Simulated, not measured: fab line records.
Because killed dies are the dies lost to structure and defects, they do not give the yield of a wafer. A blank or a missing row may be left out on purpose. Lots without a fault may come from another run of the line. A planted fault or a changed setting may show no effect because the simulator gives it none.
fab line records | flow nandHarc
[record] lots = 12 wafers = 36 lastDay = 33
route steps=1302 shown P_GATE@207 P_CONTACT@236 P_M0@262 END@1302
lots untouched by any fault: they come from a run of this same line in which no faults occurred
startH: hours from the record's first day to the start of the lot's first wafer shown | waitH: hours from the lot's prior step to this one | " same as the row above | L1.1+2: several wafers, shown together as one row | - no value present, or no start provided | * or withheld: withheld | < > ~ a bound
route shown NAME@n: names a module that has steps shown in the file, with the first one's number in the route | usual: mean and standard deviation over wafers with no fault | same: alike in all rows | chamber/n: place in a boat | sites: readings site by site | _std_site: how widely they spread, as a standard deviation | _edge_site: outer sites' mean less inner sites' | radiusMm: for every site, how far away it sits from the centre of the wafer | mask NAME#n: copy n | behind: tool/chamber where the wafer was last shaped | hold: why the lot went on hold/how many hours it stayed there/how the hold came to an end | device: which transistor (n, p or np) failed to switch | end of line: tests of these same wafers at the route's end | a step with no rows: only its recipe | killed: count of dies lost to structure and defects at first sort (not the wafer's yield) | map: a wafer's dies, x killed, . not, _ none there
set.NAME: the setting the step ran with; set.NAME@STEP: the setting that earlier step ran with | model.NAME: the simulator's own value behind a step, which no gauge read
the route's steps for a sample of lots (tables are steps, rows are wafers)
services: when a tool's chamber went out of use (startH, in hours from the record's first day, below 0 if earlier), for how many hours, and the reason
[[steps]]
[step NHARC_P_GATE_RTA_64]
[recipe] tempC = 1050 timeS = 1
[usual] lampPowerPct = 31.4/1.4 lamp_zone_4_pct = 31.4/1.4 wafer_temp_C_max = 1055.2/1.9
// columns lot.wafer tool chamber startH waitH lampPowerPct lamp_zone_4_pct wafer_temp_C_max
L268.1 rtpAnneal-02 0 125.60 - 32.9 33.0 1057.6
L268.3 " 0 " " 32.9 33.0 1058.6
L268.6 " 0 " " 33.0 32.9 1057.7
L270.1 rtpAnneal-02 0 140.49 - 33.0 33.0 1058.5
L270.3 " 0 " " 32.9 33.0 1055.2
L270.5 " 0 " " 32.9 32.9 1057.1
L271.1 rtpAnneal-01 0 153.48 - 30.0 30.0 1054.3
L271.2 " 0 " " 30.1 30.1 1053.7
L271.5 " 0 " " 30.1 30.1 1054.1
L274.3 rtpAnneal-02 0 187.87 - 33.0 33.0 1056.5
L274.4 " 0 " " 32.9 33.0 1058.7
L274.6 " 0 " " 33.0 33.0 1056.7
L275.2 rtpAnneal-02 0 210.58 - 32.9 32.9 1055.1
L275.4 " 0 " " 33.0 32.9 1055.7
L275.6 " 0 " " 32.9 32.9 1057.3
L282.2 rtpAnneal-01 0 271.01 - 30.0 30.1 1054.4
L282.3 " 0 " " 30.1 30.1 1053.9
L282.5 " 0 " " 30.1 30.1 1053.0
L283.2 rtpAnneal-01 0 280.48 - 30.1 30.1 1053.7
L283.3 " 0 " " 30.1 30.1 1055.3
L283.5 " 0 " " 30.0 30.0 1055.5
L284.1 rtpAnneal-02 0 284.41 - 33.0 33.0 1055.6
L284.5 " 0 " " 33.0 33.0 1058.4
L284.6 " 0 " " 33.0 32.9 1057.5
L286.1 rtpAnneal-02 0 303.53 - 33.0 33.0 1059.5
L286.2 " 0 " " 33.0 33.0 1056.3
L286.3 " 0 " " 33.0 32.9 1056.0
L288.3 rtpAnneal-01 0 322.29 - 30.0 30.1 1053.9
L288.4 " 0 " " 30.1 30.1 1053.6
L288.6 " 0 " " 30.0 30.1 1052.4
L289.1 rtpAnneal-02 0 341.39 - 32.9 33.0 1057.0
L289.3 " 0 " " 33.0 33.0 1058.0
L289.6 " 0 " " 32.9 33.0 1056.6
L290.1 rtpAnneal-02 0 347.19 - 33.0 33.0 1055.7
L290.2 " 0 " " 33.0 32.9 1055.4
L290.6 " 0 " " 32.9 33.0 1056.4
[step NHARC_P_CONTACT_ETCH_35]
[recipe] targetDepthA = 390 overEtchFrac = 0.3 timeS = 65 ionEnergyEv = 80 cf4FlowSccm = 150 arFlowSccm = 0 rfW = 300 biasW = 100 chemistry = CF4
[usual] drypumpMotorCurrentA = 6.0/0.57 oesProductAu = 1.003/0.0096 rfVppV = 150.9/1.1 showerheadPlenumPTorr = 1.75/0.069 throttleValvePct = 13.285/0.0083
[same] overEtchFrac = 0.3
// columns lot.wafer tool chamber startH waitH drypumpMotorCurrentA oesProductAu rfHoursCounterH rfVppV showerheadPlenumPTorr throttleValvePct
L268.1 rieDiel-11 3 128.75 0.1 4.9 1.019 1.9 150.2 1.67 13.284
L268.3 " 1 " " 6.5 0.997 1.7 152.1 1.85 13.287
L268.6 " 2 " " 6.4 0.997 - 151.4 1.69 13.295
L270.3 rieDiel-11 0 143.50 0.1 6.3 1.032 2.6 150.7 1.69 13.285
L270.1 " 2 " " 6.5 0.996 2.6 150.6 1.69 13.277
L270.5 " 0 " " 6.3 1.011 - 150.8 1.69 13.288
L271.1 rieDiel-11 1 156.71 0.1 6.5 1.004 3.9 152.5 1.85 13.278
L271.2 " 2 " " 6.4 0.997 3.7 150.2 1.69 13.272
L271.5 " 0 " " 6.3 1.018 - 150.0 1.69 13.277
L274.4 rieDiel-06 1 190.98 0.1 6.3 0.992 1.0 151.7 1.78 13.295
L274.3 " 3 " " 6.4 1.009 1.2 150.5 1.71 13.285
L274.6 " 1 " " 6.3 1.001 - 150.7 1.78 13.281
L275.4 rieDiel-01 0 213.59 0.1 4.9 0.995 0.0 152.5 1.84 13.282
L275.2 " 2 " " 5.3 0.984 0.0 150.1 1.74 13.277
L275.6 " 0 " " 4.9 1.016 - 152.5 1.84 13.298
L282.3 rieDiel-01 1 274.13 0.1 6.3 0.999 1.7 151.6 1.68 13.287
L282.2 " 0 " " 4.9 0.997 1.6 151.6 1.84 13.284
L282.5 " 1 " " 6.3 0.997 - 150.5 1.68 13.276
L283.2 rieDiel-01 2 283.62 0.1 5.3 0.997 2.2 150.8 1.74 13.293
L283.3 " 0 " " 4.9 0.993 2.1 152.5 1.84 13.287
L283.5 " 2 " " 5.3 1.000 - 150.9 1.74 13.282
L284.1 rieDiel-06 2 287.54 0.1 5.8 0.992 3.8 150.8 1.76 13.272
L284.6 " 2 " " 5.9 0.983 - 151.6 1.76 13.295
L284.5 " 3 " " 6.4 1.012 - 151.2 1.71 13.277
L286.1 rieDiel-11 3 306.69 0.1 4.9 1.002 2.3 149.3 1.67 13.287
L286.2 " 0 " " 6.3 1.016 1.9 148.1 1.69 13.300
L286.3 " 2 " " 6.4 0.987 2.2 149.9 1.69 13.276
L288.3 rieDiel-11 0 325.27 0.1 6.3 1.010 3.6 150.7 1.69 13.279
L288.4 " 2 " " 6.5 0.996 - 150.4 1.69 13.295
L288.6 " 3 " " 4.9 0.981 - 150.0 1.67 13.274
L289.1 rieDiel-11 0 344.41 0.1 6.3 1.016 4.3 150.4 1.69 13.279
L289.3 " 3 " " 4.9 0.993 4.6 149.4 1.67 13.300
L289.6 " 1 " " 6.6 1.003 - 153.0 1.85 13.270
L290.1 rieDiel-06 3 350.23 0.1 6.4 1.007 0.5 150.4 1.71 13.284
L290.2 " 2 " " 5.9 0.995 0.5 152.3 1.76 13.279
L290.6 " 3 " " 6.4 1.006 - 150.1 1.71 13.271
[step NHARC_P_M0_DEVELOP_08]
[recipe] developTimeS = 35 devTempC = 23
[usual] developerTempC = 23.00/0.086 exhaustPa = 45.1/1 resistLineTempC = 23.01/0.11
// columns lot.wafer tool chamber startH waitH developerTempC exhaustPa resistLineTempC
L268.1 lithoTrack-04 0 132 - 23.10 45.7 22.79
L268.3 " 0 " " 23.06 44.3 22.82
L268.6 " 0 " " 23.18 45.2 22.99
L270.1 lithoTrack-04 0 147 - 23.05 46.4 23.07
L270.3 " 0 " " 23.06 44.8 23.08
L270.5 " 0 " " 22.99 46.3 23.14
L271.1 lithoTrack-04 0 160 - 22.92 43.9 23.00
L271.2 " 0 " " 22.90 45.1 22.91
L271.5 " 0 " " 22.78 44.1 22.93
L274.3 lithoTrack-01 0 194 - 22.96 45.0 23.09
L274.4 " 0 " " 22.92 43.5 23.09
L274.6 " 0 " " 23.01 44.0 22.95
L275.2 lithoTrack-06 0 217 - 23.03 46.6 22.89
L275.4 " 0 " " 22.99 45.6 23.00
L275.6 " 0 " " 22.99 47.1 22.80
L282.2 lithoTrack-04 0 281 - 23.92 43.7 23.12
L282.3 " 0 " " 23.92 43.2 23.30
L282.5 " 0 " " 23.84 43.9 23.00
L283.2 lithoTrack-04 0 287 - 23.83 44.9 23.00
L283.3 " 0 " " 23.95 43.8 22.90
L283.5 " 0 " " 23.91 45.0 22.86
L284.1 lithoTrack-04 0 291 - 23.76 46.4 23.17
L284.5 " 0 " " 23.87 46.1 23.17
L284.6 " 0 " " 23.79 45.8 23.22
L286.1 lithoTrack-06 0 310 - 23.02 45.3 23.13
L286.2 " 0 " " 23.02 45.3 23.18
L286.3 " 0 " " 22.88 44.5 23.12
L288.3 lithoTrack-01 0 329 - 22.99 47.3 22.85
L288.4 " 0 " " 23.12 46.3 22.86
L288.6 " 0 " " 23.05 46.3 23.00
L289.1 lithoTrack-01 0 348 - 22.96 45.7 22.95
L289.3 " 0 " " 23.00 45.9 23.14
L289.6 " 0 " " 22.95 47.9 23.13
L290.1 lithoTrack-01 0 353 - 23.05 44.0 22.97
L290.2 " 0 " " 22.90 45.9 22.95
L290.6 " 0 " " 23.17 43.5 22.98
[step NHARC_P_M0_ETCH_34]
[recipe] targetDepthA = 400 overetchA = 120 timeS = 43.94 ionEnergyEv = 200 n2FlowSccm = 150 h2FlowSccm = 150 arFlowSccm = 0 rfW = 400 biasW = 150 chemistry = N2/H2
[usual] drypumpMotorCurrentA = 5.7/0.44 oesProductAu = 0.998/0.0081 rfVppV = 429.9/2.7 showerheadPlenumPTorr = 2.02/0.093 throttleValvePct = 14.172/0.01
// columns lot.wafer tool chamber startH waitH drypumpMotorCurrentA oesProductAu rfHoursCounterH rfVppV showerheadPlenumPTorr throttleValvePct
L268.1 rieDiel-02 3 132.97 0.1 6.1 0.993 10 428.9 2.00 14.172
L268.3 " 0 " " 5.8 1.007 17 426.9 1.93 14.161
L268.6 " 1 " " 6.2 0.994 - 434.0 2.17 14.179
L270.3 rieDiel-02 3 147.68 0.1 6.1 1.005 14 430.6 1.99 14.170
L270.1 " 0 " " 5.8 1.014 20 427.1 1.93 14.168
L270.5 " 2 " " 5.1 1.005 - 432.1 2.05 14.182
L271.2 rieDiel-10 0 160.96 0.1 5.2 1.001 34 430.5 2.02 14.165
L271.1 " 2 " " 5.1 0.990 26 432.0 2.07 14.174
L271.5 " 0 " " 5.2 0.991 - 429.3 2.02 14.165
L274.3 rieDiel-02 1 195.14 0.1 6.2 0.984 27 432.9 2.17 14.192
L274.4 " 0 " " 5.8 1.009 24 428.1 1.93 14.171
L274.6 " 1 " " 6.2 0.997 - 434.1 2.17 14.178
L275.4 rieDiel-10 1 217.75 0.1 6.0 1.003 49 425.7 1.93 14.184
L275.2 " 2 " " 5.1 0.995 45 432.4 2.06 14.171
L275.6 " 1 " " 6.0 0.991 - 427.2 1.93 14.181
L282.3 rieDiel-10 0 282.23 0.1 5.2 0.995 10 429.7 2.00 14.172
L282.2 " 1 " " 6.0 0.990 10 428.1 1.92 14.148
L282.5 " 0 " " 5.2 0.993 - 430.5 2.00 14.175
L283.3 rieDiel-02 0 287.80 0.1 5.8 1.009 9 425.7 1.92 14.180
L283.2 " 1 " " 6.2 0.991 10 434.6 2.16 14.158
L283.5 " 3 " " 6.1 0.996 - 427.7 1.99 14.177
L284.1 rieDiel-10 3 291.95 0.2 5.5 1.005 14 427.2 1.89 14.184
L284.5 " 0 " " 5.2 0.992 - 430.8 2.00 14.160
L284.6 " 1 " " 6.1 0.995 - 426.8 1.92 14.172
L286.3 rieDiel-02 1 310.87 0.1 6.2 0.988 13 435.0 2.16 14.174
L286.2 " 3 " " 6.1 0.994 14 428.1 1.99 14.160
L286.1 " 0 " " 5.8 1.004 11 426.8 1.92 14.182
L288.3 rieDiel-02 0 329.47 0.1 5.8 0.998 14 427.0 1.92 14.169
L288.4 " 2 " " 5.1 0.995 16 430.8 2.04 14.187
L288.6 " 0 " " 5.8 1.014 - 427.7 1.92 14.172
L289.3 rieDiel-02 1 348.59 0.1 6.2 0.992 18 433.9 2.16 14.165
L289.1 " 3 " " 6.1 0.998 20 429.2 1.98 14.160
L289.6 " 2 " " 5.1 0.995 - 429.1 2.04 14.177
L290.2 rieDiel-02 0 354.26 0.1 5.8 1.010 17 426.7 1.92 14.171
L290.1 " 1 " " 6.3 0.988 18 433.4 2.16 14.153
L290.6 " 3 " " 6.1 0.995 - 430.6 1.98 14.155
[step NHARC_END_SORT_01]
[recipe] tempC = 25
[usual] defectLimitedYield = 90.6/2.3 killedAtArray = 59/16 killedAtOther = 0.8/1.1 killedAtPeriphery = 3.6/2.4 killedDies = 64/16 killedOpen = 3.4/1.8 killedShort = 2.5/1.6
[same] grossDies = 677
// columns lot.wafer tool chamber startH waitH defectLimitedYield[%] killedAtArray killedAtOther killedAtPeriphery killedDies killedOpen killedShort
L283.2 prober-01 0 734.53 2.8 88.6 73 0 4 77 5 3
L283.3 prober-01 0 735.34 3.1 90.8 60 0 2 62 3 4
L283.5 prober-01 0 736.96 3.7 88.9 73 0 2 75 6 2
// killed by level:class
L283.2 A_CHANNEL_HOLE_D2:chamberFilmFlake=26 A_SLIT:chamberFilmFlake=19 A_CHANNEL_HOLE_D1:chamberFilmFlake=13 A_STAIRCASE:chamberFilmFlake=4 A_CONTACT:chamberFilmFlake=4 P_M0:geometricParticle:open=2 A_CHANNEL_FILL_D1:geometricParticle:short=2 A_CHANNEL_FILL_D2:chamberFilmFlake=2
L283.3 A_CHANNEL_HOLE_D2:chamberFilmFlake=22 A_SLIT:chamberFilmFlake=15 A_CHANNEL_HOLE_D1:chamberFilmFlake=11 A_CONTACT:chamberFilmFlake=4 A_STAIRCASE:chamberFilmFlake=2 P_STI:geometricParticle:open=1 P_CONTACT:geometricParticle:open=1 A_CHANNEL_FILL_D1:geometricParticle:short=1
L283.5 A_SLIT:chamberFilmFlake=32 A_CHANNEL_HOLE_D1:chamberFilmFlake=14 A_CHANNEL_HOLE_D2:chamberFilmFlake=14 A_STAIRCASE:chamberFilmFlake=4 P_CONTACT:geometricParticle:open=1 P_M0:geometricParticle:open=1 A_ONON_D1:geometricParticle:open=1 A_DECK1_JOINT:geometricParticle:open=1
[[services]]
// columns tool chamber startH hours kind
rieDiel-02 3 115.62 8.6 repair
rieDiel-02 - 115.79 1.3 repair
rieDiel-06 1 116.98 5.3 repair
rieDiel-01 2 124.90 8.0 repair
rieDiel-06 - 130.20 9.0 pm
lithoTrack-01 - 155.00 7.0 pm
rieDiel-01 2 189.10 4.8 repair
lithoTrack-04 - 203.00 7.0 pm
rieDiel-01 - 203.81 9.0 pm
rieDiel-02 - 216.71 9.0 pm
rieDiel-11 0 217.46 8.5 repair
rieDiel-06 1 225.05 5.9 repair
rieDiel-02 0 242.31 7.8 repair
rieDiel-10 - 242.88 9.0 pm
rieDiel-11 1 249.45 12.3 repair
rieDiel-11 - 255.50 9.0 pm
rieDiel-02 0 258.58 3.3 repair
rieDiel-02 0 292.32 6.6 repair
rieDiel-01 3 292.95 21.6 repair
rieDiel-06 - 307.20 9.0 pm
rieDiel-01 1 310.92 2.1 repair
rieDiel-11 1 321.73 7.7 repair
lithoTrack-01 - 330.00 7.0 pm
rieDiel-01 1 335.62 5.2 repair
[[key]]
[firstSign] step = NHARC_P_M0_DEVELOP_08 reading = developerTempC direction = up sigmas = 10 usual = * struck = *
effect none on later readings
metAt NHARC_P_M0_DEVELOP_08
struckLots L282,L283,L284
[loopTrim] step = NHARC_P_M0_EXPOSE_06 setting = dose lots = L284
notActingAt NHARC_P_GATE_RTA_64,NHARC_P_CONTACT_ETCH_35,NHARC_P_M0_ETCH_34
onsetBetween 160 281
[fault] kind = processParameterDrift tool = lithoTrack-04 chamber = - onsetH = 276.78 steps = NHARC_P_M0_DEVELOP_08 channel = devTempC offset = * shape = step endH = 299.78 actsIn = * stated = *
// loopTrim: a control loop set the setting to another value than it would have without faults
